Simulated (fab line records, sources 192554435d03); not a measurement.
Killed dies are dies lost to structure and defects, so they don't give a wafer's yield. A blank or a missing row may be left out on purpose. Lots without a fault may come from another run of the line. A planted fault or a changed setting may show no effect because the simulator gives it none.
Which tool did it? | flow n5_finfet | 10 lots, 30 wafers sampled, at 3 steps of a route of 1938

WHAT THE GAUGES READ, wafer by wafer
N5_STI_FIN_REVEAL_INSPECT_13: inspects for defects (darkfield).
lot  | measured    | on                | raw_defect_count
L887 | day 2 14:08 | defect_inspect-02 | 13 12 10
L893 | day 4 04:54 | defect_inspect-01 | 6 8 13
L895 | day 4 14:32 | defect_inspect-01 | 16 14 13
L896 | day 4 20:20 | defect_inspect-02 | 9 10 13
L897 | day 5 01:46 | defect_inspect-02 | 11 11 12
L898 | day 5 09:13 | defect_inspect-01 | 11 21 23
L899 | day 5 13:50 | defect_inspect-01 | 8 14 10
L901 | day 6 00:39 | defect_inspect-01 | 15 12 9
L908 | day 7 19:17 | defect_inspect-01 | 15 7 23
L910 | day 8 08:01 | defect_inspect-01 | 10 4 5

WHICH TOOL RAN EACH LOT (tool, then ch and the chambers of the sampled wafers, then the start)
lot  | N5_STI_FIN_REVEAL_ALD_00         | N5_STI_FIN_REVEAL_DENSIFY_30
L887 | ald_sin-03 ch 0,1,3, day 2 05:25 | rtp_anneal-02 ch 0, day 2 10:50
L893 | ald_sin-04 ch 2,3, day 3 20:13   | rtp_anneal-02 ch 0, day 4 01:40
L895 | ald_sin-03 ch 0,1,3, day 4 05:52 | rtp_anneal-01 ch 0, day 4 11:19
L896 | ald_sin-04 ch 1,2, day 4 10:48   | rtp_anneal-02 ch 0, day 4 17:04
L897 | ald_sin-04 ch 0,1,3, day 4 17:06 | rtp_anneal-01 ch 0, day 4 22:31
L898 | ald_sin-04 ch 1,2,3, day 5 00:30 | rtp_anneal-02 ch 0, day 5 06:00
L899 | ald_sin-03 ch 0,1,2, day 5 05:05 | rtp_anneal-01 ch 0, day 5 10:29
L901 | ald_sin-04 ch 2,3, day 5 15:52   | rtp_anneal-02 ch 0, day 5 21:19
L908 | ald_sin-03 ch 1,2,3, day 7 09:56 | rtp_anneal-02 ch 0, day 7 15:30
L910 | ald_sin-04 ch 1,2, day 7 23:17   | rtp_anneal-02 ch 0, day 8 04:45
- N5_STI_FIN_REVEAL_ALD_00: deposits SiO2, target thk 1 nm, pulse time 1 s.
- N5_STI_FIN_REVEAL_DENSIFY_30

THE ANSWER, worked out from the rows above alone
Rule: what is usual is taken from the lots themselves. Put in order of their means at a reading, lots are off if they are a third of the lots or fewer, leave a main group of 4 or more, and stand apart from it by a gap of 3 or more times the standard deviation of the main group's means; of several such gaps the widest counts. A main group whose means are all the same, to the digits that the tables above print for the reading, isn't used. A lot without any number at a reading at which 4 lots or more have one is off too. The other lots that the step has rows for count as sound.
No lot is off at any reading shown: from this, nothing can be told.

WHAT THE SIMULATOR HAD PUT IN
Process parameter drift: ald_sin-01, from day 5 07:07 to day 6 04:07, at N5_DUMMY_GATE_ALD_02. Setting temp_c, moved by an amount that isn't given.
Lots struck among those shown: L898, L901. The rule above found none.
